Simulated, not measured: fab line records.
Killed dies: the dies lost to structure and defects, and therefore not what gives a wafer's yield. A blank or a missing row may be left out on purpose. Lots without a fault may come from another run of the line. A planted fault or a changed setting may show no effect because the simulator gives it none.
Which tool is to blame? :: flow n5Finfet :: 12 lots with 36 wafers sampled at 2 steps, on a route of 1938 steps

## WHAT THE GAUGES SHOWED, per wafer
N5_FIN_SAQP_THK_MEAS_07.
lot: L075
measured: day 2 04:07
on: filmMetro-01
thkNm (nm): 59.9 59.8 59.2

lot: L077
measured: day 2 15:59
on: filmMetro-02
thkNm (nm): 60.6 59.2 60.4

lot: L079
measured: day 3 04:35
on: filmMetro-02
thkNm (nm): 62.0 60.1 61.9

lot: L081
measured: day 3 15:52
on: filmMetro-02
thkNm (nm): 60.1 59.9 61.4

lot: L083
measured: day 4 03:07
on: filmMetro-02
thkNm (nm): 60.3 61.7 61.0

lot: L085
measured: day 4 15:52
on: filmMetro-01
thkNm (nm): 58.0 59.4 60.6

lot: L087
measured: day 5 06:44
on: filmMetro-02
thkNm (nm): 59.9 59.5 59.4

lot: L089
measured: day 5 15:43
on: filmMetro-01
thkNm (nm): 59.7 60.1 61.1

lot: L091
measured: day 6 03:54
on: filmMetro-02
thkNm (nm): 59.5 59.2 59.2

lot: L093
measured: day 6 15:19
on: filmMetro-02
thkNm (nm): 60.3 61.2 60.2

lot: L095
measured: day 7 04:17
on: filmMetro-01
thkNm (nm): 59.4 58.5 60.1

lot: L097
measured: day 7 15:28
on: filmMetro-01
thkNm (nm): 60.5 62.1 61.6

## WHICH TOOL RAN EACH LOT (tool, then ch and the chambers of the sampled wafers, then the start)
lot: L075
N5_FIN_SAQP_PECVD_47: pecvd-04 ch 0,1,2, day 2 03:57

lot: L077
N5_FIN_SAQP_PECVD_47: pecvd-01 ch 1,2, day 2 15:49

lot: L079
N5_FIN_SAQP_PECVD_47: pecvd-01 ch 0,1, day 3 04:22

lot: L081
N5_FIN_SAQP_PECVD_47: pecvd-01 ch 0,1, day 3 15:37

lot: L083
N5_FIN_SAQP_PECVD_47: pecvd-03 ch 0,1,2, day 4 02:56

lot: L085
N5_FIN_SAQP_PECVD_47: pecvd-01 ch 0,1,2, day 4 15:41

lot: L087
N5_FIN_SAQP_PECVD_47: pecvd-03 ch 0,1,2, day 5 06:34

lot: L089
N5_FIN_SAQP_PECVD_47: pecvd-03 ch 0,2, day 5 15:32

lot: L091
N5_FIN_SAQP_PECVD_47: pecvd-01 ch 0,1,2, day 6 03:44

lot: L093
N5_FIN_SAQP_PECVD_47: pecvd-01 ch 0,1, day 6 15:08

lot: L095
N5_FIN_SAQP_PECVD_47: pecvd-03 ch 0,1,2, day 7 04:07

lot: L097
N5_FIN_SAQP_PECVD_47: pecvd-04 ch 0,2, day 7 15:18
- N5_FIN_SAQP_PECVD_47: deposits a-Si from SiH4/He, target thk 45 nm, time 36.3 s.

## THE ANSWER, worked out from the rows above alone
Rule: what is usual is taken from the lots themselves. The widest of any qualifying gaps counts: lots, ordered by their means at a reading, are off when they make up no more than a third of the lots, leave a main group of 4 or more, and stand apart from it by 3 or more times the standard deviation of that group's means. If all means in a main group match to the digits the tables above print for the reading, that group is not used. A lot without any number at a reading at which 4 lots or more have one is off too. Any other lot the step has rows for is counted as sound.
Nothing can be told from this: no lot is off at any reading shown.

## WHAT WAS PUT IN BY THE SIMULATOR
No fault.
